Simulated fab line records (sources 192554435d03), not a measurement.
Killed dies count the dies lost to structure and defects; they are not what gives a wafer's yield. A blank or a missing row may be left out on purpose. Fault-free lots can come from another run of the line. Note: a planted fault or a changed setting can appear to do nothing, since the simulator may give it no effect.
Which tool is to blame? / flow n5 finfet / Sampling: 9 lots, 27 wafers, 5 of 1938 route steps

WHAT THE GAUGES READ, wafer by wafer
N5_HKMG_FIN_CD_MEAS_12: target cd 92.8 nm.
lot=L623; measured=day 4 04:25; on=cd sem-03; cd nm (nm)=94.8 93.9 93.7
lot=L625; measured=day 4 17:27; on=cd sem-02; cd nm (nm)=93.1 93.6 93.7
lot=L631; measured=day 6 06:23; on=cd sem-01; cd nm (nm)=92.7 94.1 92.3
lot=L633; measured=day 6 16:52; on=cd sem-02; cd nm (nm)=94.6 92.8 93.4
lot=L639; measured=day 8 01:49; on=cd sem-03; cd nm (nm)=93.5 93.1 92.1
lot=L640; measured=day 8 16:56; on=cd sem-01; cd nm (nm)=93.5 94.4 93.7
lot=L643; measured=day 9 02:21; on=cd sem-03; cd nm (nm)=93.9 93.3 93.7
lot=L644; measured=day 9 09:39; on=cd sem-01; cd nm (nm)=92.7 93.3 93.0
lot=L646; measured=day 10 00:27; on=cd sem-03; cd nm (nm)=93.3 93.6 93.7

N5_BEOL_M4_RC_MEAS_101.
lot=L623; measured=day 8 11:45; on=prober-02; DIBL_N (mV/V)=39.7 38.3 39.1; DIBL_P (mV/V)=42 39 41; IOFF_N (nA/um)=0.23 0.19 0.21; IOFF_N_LONG (nA/um)=5.24e-05 5.32e-05 5.15e-05; IOFF_P (nA/um)=0.30 0.22 0.27; IOFF_P_LONG (nA/um)=9.7e-05 9.6e-05 9.8e-05; ION_N (uA/um)=684 667 673; ION_P (uA/um)=470 455 467; SS_N (mV/dec)=72.4 71.9 72.2; SS_P (mV/dec)=74.6 73.9 74.2; VT_N (mV)=245 249 245; VT_N_LONG (mV)=276.1 277.6 277.2; VT_N_LVT (mV)=96 98 95; VT_P (mV)=-248 -253 -248; VT_P_LONG (mV)=-278.1 -277.6 -277.7
lot=L625; measured=day 9 08:23; on=prober-02; DIBL_N (mV/V)=35.7 37.7 34.8; DIBL_P (mV/V)=35 36 34; IOFF_N (nA/um)=0.16 0.19 0.14; IOFF_N_LONG (nA/um)=5.53e-05 5.52e-05 5.49e-05; IOFF_P (nA/um)=0.22 0.22 0.18; IOFF_P_LONG (nA/um)=0.000107 0.000107 0.000102; ION_N (uA/um)=671 677 656; ION_P (uA/um)=464 461 455; SS_N (mV/dec)=71.8 72.6 71.9; SS_P (mV/dec)=72.9 73.0 72.3; VT_N (mV)=249 251 253; VT_N_LONG (mV)=274.0 275.3 273.1; VT_N_LVT (mV)=99 100 103; VT_P (mV)=-249 -249 -249; VT_P_LONG (mV)=-276.7 -275.7 -273.5
lot=L631; measured=day 10 16:02; on=prober-01; DIBL_N (mV/V)=33.4 39.3 36.0; DIBL_P (mV/V)=31 38 34; IOFF_N (nA/um)=0.11 0.22 0.14; IOFF_N_LONG (nA/um)=5.34e-05 5.41e-05 5.28e-05; IOFF_P (nA/um)=0.15 0.24 0.18; IOFF_P_LONG (nA/um)=9.1e-05 9.1e-05 9.2e-05; ION_N (uA/um)=663 685 661; ION_P (uA/um)=456 465 443; SS_N (mV/dec)=70.8 72.2 71.0; SS_P (mV/dec)=72.4 73.3 72.4; VT_N (mV)=256 247 254; VT_N_LONG (mV)=275.2 276.9 275.6; VT_N_LVT (mV)=103 97 103; VT_P (mV)=-254 -249 -253; VT_P_LONG (mV)=-280.1 -277.4 -279.0
lot=L633; measured=day 10 18:53; on=prober-02; DIBL_N (mV/V)=37.4 37.3 38.5; DIBL_P (mV/V)=35 39 39; IOFF_N (nA/um)=0.20 0.17 0.20; IOFF_N_LONG (nA/um)=5.5e-05 5.24e-05 5.27e-05; IOFF_P (nA/um)=0.18 0.22 0.22; IOFF_P_LONG (nA/um)=9.3e-05 9.5e-05 0.000101; ION_N (uA/um)=679 670 672; ION_P (uA/um)=453 455 449; SS_N (mV/dec)=72.4 71.4 73.4; SS_P (mV/dec)=73.6 74.0 74.6; VT_N (mV)=248 251 250; VT_N_LONG (mV)=276.3 279.4 278.4; VT_N_LVT (mV)=96 99 98; VT_P (mV)=-253 -252 -251; VT_P_LONG (mV)=-277.6 -276.1 -278.7
lot=L639; measured=day 12 10:06; on=prober-02; DIBL_N (mV/V)=35.3 39.8 37.4; DIBL_P (mV/V)=33 40 37; IOFF_N (nA/um)=0.07 0.11 0.08; IOFF_N_LONG (nA/um)=3.65e-05 3.7e-05 3.62e-05; IOFF_P (nA/um)=0.20 0.31 0.26; IOFF_P_LONG (nA/um)=0.000114 0.000122 0.00012; ION_N (uA/um)=622 643 625; ION_P (uA/um)=463 477 467; SS_N (mV/dec)=70.9 72.8 71.4; SS_P (mV/dec)=72.4 74.7 73.0; VT_N (mV)=269 266 270; VT_N_LONG (mV)=291.5 291.9 292.5; VT_N_LVT (mV)=119 116 118; VT_P (mV)=-249 -241 -244; VT_P_LONG (mV)=-267.7 -272.3 -268.7
lot=L640; measured=day 12 18:37; on=prober-02; DIBL_N (mV/V)=32.8 36.2 34.8; DIBL_P (mV/V)=32 36 32; IOFF_N (nA/um)=0.06 0.09 0.07; IOFF_N_LONG (nA/um)=3.7e-05 3.71e-05 3.83e-05; IOFF_P (nA/um)=0.20 0.28 0.22; IOFF_P_LONG (nA/um)=0.000125 0.000127 0.000129; ION_N (uA/um)=620 632 624; ION_P (uA/um)=465 475 469; SS_N (mV/dec)=70.1 71.6 71.4; SS_P (mV/dec)=71.6 73.3 72.0; VT_N (mV)=275 267 272; VT_N_LONG (mV)=292.9 291.0 293.1; VT_N_LVT (mV)=123 117 123; VT_P (mV)=-248 -242 -245; VT_P_LONG (mV)=-267.9 -268.1 -269.1
lot=L643; measured=day 13 00:14; on=prober-02; DIBL_N (mV/V)=41.6 35.2 39.3; DIBL_P (mV/V)=41 35 38; IOFF_N (nA/um)=0.28 0.14 0.24; IOFF_N_LONG (nA/um)=5.61e-05 5.5e-05 5.69e-05; IOFF_P (nA/um)=0.27 0.17 0.23; IOFF_P_LONG (nA/um)=9.8e-05 0.000103 9.6e-05; ION_N (uA/um)=683 651 682; ION_P (uA/um)=463 446 461; SS_N (mV/dec)=73.6 71.9 73.2; SS_P (mV/dec)=75.0 72.9 74.9; VT_N (mV)=243 255 247; VT_N_LONG (mV)=276.7 277.5 273.2; VT_N_LVT (mV)=92 101 94; VT_P (mV)=-248 -255 -251; VT_P_LONG (mV)=-277.3 -278.8 -275.4
lot=L644; measured=day 13 21:18; on=prober-02; DIBL_N (mV/V)=32.5 36.1 37.3; DIBL_P (mV/V)=33 37 39; IOFF_N (nA/um)=0.12 0.17 0.21; IOFF_N_LONG (nA/um)=5.49e-05 5.58e-05 5.5e-05; IOFF_P (nA/um)=0.14 0.18 0.22; IOFF_P_LONG (nA/um)=9.2e-05 0.000101 9.6e-05; ION_N (uA/um)=665 690 697; ION_P (uA/um)=453 459 464; SS_N (mV/dec)=71.2 71.7 72.5; SS_P (mV/dec)=72.1 72.8 74.6; VT_N (mV)=252 249 244; VT_N_LONG (mV)=275.7 274.0 271.5; VT_N_LVT (mV)=98 94 91; VT_P (mV)=-255 -255 -252; VT_P_LONG (mV)=-277.8 -279.0 -280.5
lot=L646; measured=day 14 00:27; on=prober-01; DIBL_N (mV/V)=34.9 37.6 37.8; DIBL_P (mV/V)=35 38 39; IOFF_N (nA/um)=0.13 0.16 0.19; IOFF_N_LONG (nA/um)=5.24e-05 5.06e-05 5.15e-05; IOFF_P (nA/um)=0.16 0.19 0.22; IOFF_P_LONG (nA/um)=9.7e-05 9.1e-05 9.5e-05; ION_N (uA/um)=662 662 681; ION_P (uA/um)=456 448 460; SS_N (mV/dec)=71.0 71.7 71.8; SS_P (mV/dec)=73.0 73.5 73.7; VT_N (mV)=254 254 249; VT_N_LONG (mV)=277.1 278.5 274.8; VT_N_LVT (mV)=101 100 96; VT_P (mV)=-253 -253 -252; VT_P_LONG (mV)=-275.5 -277.6 -280.1

EACH LOT AND THE TOOL THAT RAN IT (in order: tool; ch and the chambers of the sampled wafers; start)
lot=L623; N5_HKMG_FIN_CVD_62=thermal cvd si-01 ch 0,1, day 4 02:52; N5_HKMG_FIN_ALD_91=ald metal-02 ch 0,1,2, day 4 05:29; N5_HKMG_FIN_STRIP_89=rie diel-05 ch 0,1, day 4 05:53
lot=L625; N5_HKMG_FIN_CVD_62=thermal cvd si-01 ch 1,2, day 4 15:52; N5_HKMG_FIN_ALD_91=ald metal-01 ch 0,2,3, day 4 18:31; N5_HKMG_FIN_STRIP_89=rie diel-05 ch 0,3, day 4 18:59
lot=L631; N5_HKMG_FIN_CVD_62=thermal cvd si-02 ch 0,1,2, day 6 04:47; N5_HKMG_FIN_ALD_91=ald metal-02 ch 0,2,3, day 6 07:31; N5_HKMG_FIN_STRIP_89=rie diel-02 ch 1,2,3, day 6 07:55
lot=L633; N5_HKMG_FIN_CVD_62=thermal cvd si-02 ch 0,1,2, day 6 15:19; N5_HKMG_FIN_ALD_91=ald metal-03 ch 1,2,3, day 6 17:56; N5_HKMG_FIN_STRIP_89=rie diel-02 ch 0,1,3, day 6 18:27
lot=L639; N5_HKMG_FIN_CVD_62=thermal cvd si-02 ch 0,2, day 8 00:16; N5_HKMG_FIN_ALD_91=ald metal-02 ch 0,2, day 8 03:12; N5_HKMG_FIN_STRIP_89=rie diel-06 ch 0,1,2, day 8 03:36
lot=L640; N5_HKMG_FIN_CVD_62=thermal cvd si-02 ch 0,1,2, day 8 15:20; N5_HKMG_FIN_ALD_91=ald metal-02 ch 1,3, day 8 18:00; N5_HKMG_FIN_STRIP_89=rie diel-05 ch 0,3, day 8 18:24
lot=L643; N5_HKMG_FIN_CVD_62=thermal cvd si-02 ch 0,2, day 9 00:41; N5_HKMG_FIN_ALD_91=ald metal-01 ch 0,2,3, day 9 03:27; N5_HKMG_FIN_STRIP_89=rie diel-06 ch 1,3, day 9 03:58
lot=L644; N5_HKMG_FIN_CVD_62=thermal cvd si-01 ch 0,2, day 9 08:13; N5_HKMG_FIN_ALD_91=ald metal-01 ch 0,1,2, day 9 11:34; N5_HKMG_FIN_STRIP_89=rie diel-02 ch 1,2, day 9 12:00
lot=L646; N5_HKMG_FIN_CVD_62=thermal cvd si-01 ch 1,2, day 9 22:47; N5_HKMG_FIN_ALD_91=ald metal-03 ch 0,1,3, day 10 01:31; N5_HKMG_FIN_STRIP_89=rie diel-06 ch 2,3, day 10 01:55
- N5_HKMG_FIN_CVD_62: deposits a-Si from Si2H6, target thk 3 nm, time 20.8 s.
- N5_HKMG_FIN_ALD_91: deposits TiN, target thk 1 nm, pulse time 1 s, purge time 3 s.
- N5_HKMG_FIN_STRIP_89: strips SOC in N2/H2, time 20 s.

WHAT THE TOOLS THEMSELVES READ (means of the sampled wafers that have a number; where no wafer has one, the mark that the record gives instead)
N5_HKMG_FIN_CVD_62.
lot=L623; tool=thermal cvd si-01; heater power w (W)=1503
lot=L625; tool=thermal cvd si-01; heater power w (W)=1349
lot=L631; tool=thermal cvd si-02; heater power w (W)=1389
lot=L633; tool=thermal cvd si-02; heater power w (W)=1384
lot=L639; tool=thermal cvd si-02; heater power w (W)=1483
lot=L640; tool=thermal cvd si-02; heater power w (W)=1396
lot=L643; tool=thermal cvd si-02; heater power w (W)=1421
lot=L644; tool=thermal cvd si-01; heater power w (W)=1580
lot=L646; tool=thermal cvd si-01; heater power w (W)=1379

N5_HKMG_FIN_ALD_91.
lot=L623; tool=ald metal-02; heater power outer w (W)=473; heater power w (W)=807; precursor pulse height rel=0.997; susceptor temp C (C)=399.68
lot=L625; tool=ald metal-01; heater power outer w (W)=529; heater power w (W)=877; precursor pulse height rel=1.001; susceptor temp C (C)=400.08
lot=L631; tool=ald metal-02; heater power outer w (W)=525; heater power w (W)=867; precursor pulse height rel=0.995; susceptor temp C (C)=399.98
lot=L633; tool=ald metal-03; heater power outer w (W)=487; heater power w (W)=775; precursor pulse height rel=1.001; susceptor temp C (C)=399.91
lot=L639; tool=ald metal-02; heater power outer w (W)=693; heater power w (W)=1131; precursor pulse height rel=0.993; susceptor temp C (C)=447.34
lot=L640; tool=ald metal-02; heater power outer w (W)=725; heater power w (W)=1130; precursor pulse height rel=0.992; susceptor temp C (C)=447.42
lot=L643; tool=ald metal-01; heater power outer w (W)=529; heater power w (W)=868; precursor pulse height rel=1.008; susceptor temp C (C)=400.22
lot=L644; tool=ald metal-01; heater power outer w (W)=559; heater power w (W)=924; precursor pulse height rel=0.989; susceptor temp C (C)=400.03
lot=L646; tool=ald metal-03; heater power outer w (W)=479; heater power w (W)=801; precursor pulse height rel=1.005; susceptor temp C (C)=399.84

N5_HKMG_FIN_STRIP_89.
lot=L623; tool=rie diel-05; bias power w (W)=7.983; drypump motor current A (A)=5.5; oes product au (a.u.)=0.75; rf vpp V (V)=53.9; showerhead plenum p Torr (Torr)=3.31; throttle valve pct (%)=19.2
lot=L625; tool=rie diel-05; bias power w (W)=7.964; drypump motor current A (A)=5.6; oes product au (a.u.)=0.78; rf vpp V (V)=54.8; showerhead plenum p Torr (Torr)=3.29; throttle valve pct (%)=19.5
lot=L631; tool=rie diel-02; bias power w (W)=8.006; drypump motor current A (A)=5.5; oes product au (a.u.)=0.76; rf vpp V (V)=54.8; showerhead plenum p Torr (Torr)=3.40; throttle valve pct (%)=18.6
lot=L633; tool=rie diel-02; bias power w (W)=7.984; drypump motor current A (A)=5.8; oes product au (a.u.)=0.76; rf vpp V (V)=53.5; showerhead plenum p Torr (Torr)=3.36; throttle valve pct (%)=18.8
lot=L639; tool=rie diel-06; bias power w (W)=7.975; drypump motor current A (A)=5.6; oes product au (a.u.)=0.83; rf vpp V (V)=53.7; showerhead plenum p Torr (Torr)=3.43; throttle valve pct (%)=18.9
lot=L640; tool=rie diel-05; bias power w (W)=8.023; drypump motor current A (A)=5.6; oes product au (a.u.)=0.87; rf vpp V (V)=53.8; showerhead plenum p Torr (Torr)=3.29; throttle valve pct (%)=19.5
lot=L643; tool=rie diel-06; bias power w (W)=8.010; drypump motor current A (A)=5.6; oes product au (a.u.)=0.78; rf vpp V (V)=54.6; showerhead plenum p Torr (Torr)=3.36; throttle valve pct (%)=18.6
lot=L644; tool=rie diel-02; bias power w (W)=7.995; drypump motor current A (A)=4.9; oes product au (a.u.)=0.76; rf vpp V (V)=55.0; showerhead plenum p Torr (Torr)=3.43; throttle valve pct (%)=18.4
lot=L646; tool=rie diel-06; bias power w (W)=7.998; drypump motor current A (A)=6.2; oes product au (a.u.)=0.90; rf vpp V (V)=53.9; showerhead plenum p Torr (Torr)=3.45; throttle valve pct (%)=18.3

THE ANSWER, worked out from the rows above alone
Rule: what is usual is taken from the lots themselves. The widest of any qualifying gaps counts: lots, ordered by their means at a reading, are off when they make up no more than a third of the lots, leave a main group of 4 or more, and stand apart from it by 3 or more times the standard deviation of that group's means. If all means in a main group match to the digits the tables above print for the reading, that group is not used. Also off: a lot with no number at a reading for which 4 or more lots have one. The other lots that the step has rows for count as sound. After the gauges, taken in route order, come the tools' own readings; for these a lot's mean is taken, as printed above. The first step at which some lot is off is used, and at that step the reading that is off furthest; a lot without a number counts as furthest.
Off: L639, L640, at N5_BEOL_M4_RC_MEAS_101 (VT_N_LONG). The main group: mean 275.9 mV, standard deviation 1.4.
If a tool, at a process step before that reading, ran all the lots that are off and no sound lot after the first of them, it fits. Not tried: the gauges at N5_BEOL_M4_RC_MEAS_101; whatever is off there is also off at N5_HKMG_FIN_ALD_91, on other tools, and gauge error can't account for it. One candidate fits, namely ald metal-02 at N5_HKMG_FIN_ALD_91. Its last sound lot is L631 (day 6 07:31), its first lot that is off L639 (day 8 03:12): a fault that began between those two fits.
The tool's own readings at N5_HKMG_FIN_ALD_91 bear it out: on the lots that are off they differ by more than 5 times the standard deviation of the sound lots' means. heater power outer w reads 709 W there against 512 W on the sound lots; heater power w reads 1130 W there against 846 W on the sound lots; susceptor temp C reads 447.38 C there against 399.96 C on the sound lots.

WHAT HAD BEEN PUT IN BY THE SIMULATOR
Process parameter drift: ald metal-02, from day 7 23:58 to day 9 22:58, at N5_HKMG_FIN_ALD_91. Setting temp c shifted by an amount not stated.
Lots struck among those shown: L639, L640. The rule above found the same.
